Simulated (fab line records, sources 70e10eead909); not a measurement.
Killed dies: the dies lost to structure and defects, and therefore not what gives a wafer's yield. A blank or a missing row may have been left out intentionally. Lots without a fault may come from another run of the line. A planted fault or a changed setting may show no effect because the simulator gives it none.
Which tool is to blame? | flow nand-harc | 13 lots, 39 wafers sampled, at 5 steps of a route of 1159

== WHAT THE GAUGES SHOWED, per wafer ==
NHARC_END_SORT_01. Usual: killed-at-array 24, standard deviation 8.4; killed-at-other 0.7, standard deviation 1.1; killed-at-periphery 2.9, standard deviation 1.7; killed-dies 27, standard deviation 8.6; killed-open 3.3, standard deviation 1.8; killed-short 1.8, standard deviation 1.4.
lot  | measured     | on        | killed-at-array | killed-at-other | killed-at-periphery | killed-dies | killed-open | killed-short | flag
L362 | day 22 04:41 | prober-02 | 90 98 95        | 1 0 0           | 4 3 2               | 95 101 97   | 3 1 4       | 0 0 0        | OFF
L364 | day 22 04:44 | prober-01 | 104 85 26       | 2 0 1           | 1 2 4               | 107 87 31   | 1 2 4       | 4 0 1        | OFF

== EACH LOT AND THE TOOL THAT RAN IT (in order: tool; ch and the chambers of the sampled wafers; start) ==
lot  | NHARC_A_CONTACT_ETCH_130             | NHARC_THIN_TSV_ETCH_44             | NHARC_THIN_TSV_ANNEAL_52         | NHARC_THIN_TSV_DEGAS_53
L352 | har-cap-etch-02 ch 0,1, day 16 21:48 | rie-diel-01 ch 1,2,3, day 19 02:47 | rtp-anneal-02 ch 0, day 19 06:37 | pvd-sputter-01, day 19 07:22
L353 | har-cap-etch-01 ch 0,1, day 17 00:03 | rie-diel-01 ch 0,1,2, day 19 05:19 | rtp-anneal-01 ch 0, day 19 09:04 | pvd-sputter-01, day 19 09:52
L356 | har-cap-etch-02 ch 0,1, day 17 09:55 | rie-diel-01 ch 0,2,3, day 19 06:17 | rtp-anneal-01 ch 0, day 19 10:08 | pvd-sputter-02, day 19 10:52
L355 | har-cap-etch-01 ch 0,1, day 17 16:55 | rie-diel-07 ch 1,2,3, day 19 10:57 | rtp-anneal-02 ch 0, day 19 14:39 | pvd-sputter-03, day 19 15:22
L354 | har-cap-etch-02 ch 0,1, day 17 19:29 | rie-diel-07 ch 0,1, day 19 12:13   | rtp-anneal-01 ch 0, day 19 15:59 | pvd-sputter-02, day 19 16:44
L359 | har-cap-etch-02 ch 0,1, day 18 06:19 | rie-diel-07 ch 0,1, day 19 23:11   | rtp-anneal-01 ch 0, day 20 04:07 | pvd-sputter-01, day 20 04:56
L358 | har-cap-etch-03 ch 0,1, day 18 14:59 | rie-diel-07 ch 0,1,3, day 20 11:17 | rtp-anneal-02 ch 0, day 20 15:07 | pvd-sputter-02, day 20 15:52
L361 | har-cap-etch-02 ch 0,1, day 19 03:49 | rie-diel-07 ch 1,2, day 20 18:29   | rtp-anneal-01 ch 0, day 20 22:13 | pvd-sputter-02, day 20 23:01
L362 | har-cap-etch-02 ch 1, day 19 12:45   | rie-diel-07 ch 1,2, day 21 10:56   | rtp-anneal-01 ch 0, day 21 14:55 | pvd-sputter-02, day 21 15:41
L364 | har-cap-etch-02 ch 0,1, day 19 17:55 | rie-diel-08 ch 0,2,3, day 21 12:13 | rtp-anneal-02 ch 0, day 21 16:15 | pvd-sputter-02, day 21 17:01
L371 | har-cap-etch-01 ch 0,1, day 20 23:42 | rie-diel-01 ch 0,2, day 23 07:32   | rtp-anneal-01 ch 0, day 23 11:52 | pvd-sputter-02, day 23 12:40
L370 | har-cap-etch-03 ch 0,1, day 21 06:19 | rie-diel-07 ch 0,2,3, day 23 06:40 | rtp-anneal-01 ch 0, day 23 10:57 | pvd-sputter-01, day 23 11:48
L374 | har-cap-etch-03 ch 0,1, day 22 13:27 | rie-diel-07 ch 0,1,3, day 24 07:34 | rtp-anneal-01 ch 0, day 24 11:19 | pvd-sputter-01, day 24 12:05
- NHARC_A_CONTACT_ETCH_130: etches the open film in C4F8/O2/Ar, time 155 s, target depth 956 nm.
- NHARC_THIN_TSV_ETCH_44: etches the open film in CF4/O2, target depth 1594.2 nm, time 797.1 s.
- NHARC_THIN_TSV_ANNEAL_52: time 90 s.
- NHARC_THIN_TSV_DEGAS_53: time 60 s.

== WHAT THE TOOLS THEMSELVES READ (means of the sampled wafers that have a number; where no wafer has one, the mark that the record gives instead) ==
NHARC_THIN_TSV_ETCH_44. Usual: drypump-motor-current-A 5.5 A, standard deviation 0.37; o2-flow-sccm 9.999 sccm, standard deviation 0.027; oes-product-au 1.000 a.u., standard deviation 0.014; rf-vpp-V 795 V, standard deviation 4; showerhead-plenum-p-Torr 1.84 Torr, standard deviation 0.065; throttle-valve-pct 16.915 %, standard deviation 0.0081.
lot  | tool        | drypump-motor-current-A (A) | o2-flow-sccm (sccm) | oes-product-au (a.u.) | rf-vpp-V (V) | showerhead-plenum-p-Torr (Torr) | throttle-valve-pct (%) | flag
L352 | rie-diel-01 | 5.8                         | 10.005              | 1.008                 | 798          | 1.90                            | 16.906                 |
L353 | rie-diel-01 | 5.8                         | 9.983               | 1.004                 | 795          | 1.84                            | 16.916                 |
L356 | rie-diel-01 | 5.7                         | 9.986               | 1.004                 | 796          | 1.86                            | 16.916                 |
L355 | rie-diel-07 | 5.3                         | 10.004              | 0.997                 | 794          | 1.82                            | 16.907                 |
L354 | rie-diel-07 | 5.4                         | 9.958               | 0.996                 | 793          | 1.81                            | 16.918                 |
L359 | rie-diel-07 | 5.4                         | 9.994               | 1.002                 | 793          | 1.79                            | 16.908                 |
L358 | rie-diel-07 | 5.4                         | 9.983               | 0.988                 | 793          | 1.81                            | 16.917                 |
L361 | rie-diel-07 | 5.3                         | 10.033              | 0.991                 | 792          | 1.80                            | 16.911                 |
L362 | rie-diel-07 | 5.3                         | 9.990               | 0.998                 | 794          | 1.80                            | 16.921                 |
L364 | rie-diel-08 | 5.2                         | 9.998               | 1.006                 | 793          | 1.83                            | 16.911                 |
L371 | rie-diel-01 | 5.5                         | 10.003              | 1.002                 | 797          | 1.88                            | 16.915                 |
L370 | rie-diel-07 | 5.4                         | 10.006              | 0.994                 | 795          | 1.84                            | 16.911                 |
L374 | rie-diel-07 | 5.4                         | 9.985               | 0.991                 | 794          | 1.81                            | 16.917                 |

NHARC_THIN_TSV_ANNEAL_52. Usual: anneal-temp-c-max 225.9, standard deviation 0.33; wafer_temp_C_max 225.90, standard deviation 0.23.
lot  | tool          | anneal-temp-c-max | wafer_temp_C_max | flag
L352 | rtp-anneal-02 | 226.3             | 226.24           |
L353 | rtp-anneal-01 | 225.7             | 225.87           |
L356 | rtp-anneal-01 | 225.8             | 225.67           |
L355 | rtp-anneal-02 | 226.2             | 226.00           |
L354 | rtp-anneal-01 | 225.8             | 226.12           |
L359 | rtp-anneal-01 | 225.6             | 225.87           |
L358 | rtp-anneal-02 | 226.4             | 225.78           |
L361 | rtp-anneal-01 | 225.8             | 226.20           |
L362 | rtp-anneal-01 | 225.5             | 225.91           |
L364 | rtp-anneal-02 | 226.1             | 225.94           |
L371 | rtp-anneal-01 | 225.7             | 225.85           |
L370 | rtp-anneal-01 | 225.8             | 226.02           |
L374 | rtp-anneal-01 | 225.7             | 225.56           |

NHARC_THIN_TSV_DEGAS_53. Usual: heater-power-w 448 W, standard deviation 32; susceptor-temp-C 299.94 C, standard deviation 0.21.
lot  | tool           | heater-power-w (W) | susceptor-temp-C (C) | flag
L352 | pvd-sputter-01 | 455                | -                    | OFF
L353 | pvd-sputter-01 | 484                | 299.97               |
L356 | pvd-sputter-02 | 455                | 300.15               |
L355 | pvd-sputter-03 | 483                | -                    | OFF
L354 | pvd-sputter-02 | 421                | 299.99               |
L359 | pvd-sputter-01 | 447                | 299.92               |
L358 | pvd-sputter-02 | 436                | -                    | OFF
L361 | pvd-sputter-02 | 450                | 299.92               |
L362 | pvd-sputter-02 | 436                | 299.96               |
L364 | pvd-sputter-02 | 451                | 299.71               |
L371 | pvd-sputter-02 | 440                | 299.81               |
L370 | pvd-sputter-01 | 452                | 299.91               |
L374 | pvd-sputter-01 | 481                | 299.95               |

== THE ANSWER, worked out from the rows above alone ==
Rule: a lot is off if the mean of its wafers that have a number lies more than 3 standard deviations from the usual mean. A lot without any number at a reading at which 4 lots or more have one is off too. Any other lot the step has rows for is counted as sound. First the gauges in route order, then the tools' own readings, where a lot's mean is used as printed above. The first step at which some lot is off is used, and at that step the reading that is off furthest; a lot without a number counts as furthest.
Off at NHARC_END_SORT_01 (killed-at-array): L362, L364. Neither off nor sound, because the step has no rows for them: L352, L353, L356, L355, L354, L359, L358, L361, L371, L370, L374.
A tool fits if, at a process step before that reading, it ran every lot that is off, and no sound lot after the first of them. Those tools and the gauges at NHARC_END_SORT_01 are tried in the same way. Can't be told from this: 2 tools fit, har-cap-etch-02 at NHARC_A_CONTACT_ETCH_130, pvd-sputter-02 at NHARC_THIN_TSV_DEGAS_53.

== WHAT WAS PUT IN BY THE SIMULATOR ==
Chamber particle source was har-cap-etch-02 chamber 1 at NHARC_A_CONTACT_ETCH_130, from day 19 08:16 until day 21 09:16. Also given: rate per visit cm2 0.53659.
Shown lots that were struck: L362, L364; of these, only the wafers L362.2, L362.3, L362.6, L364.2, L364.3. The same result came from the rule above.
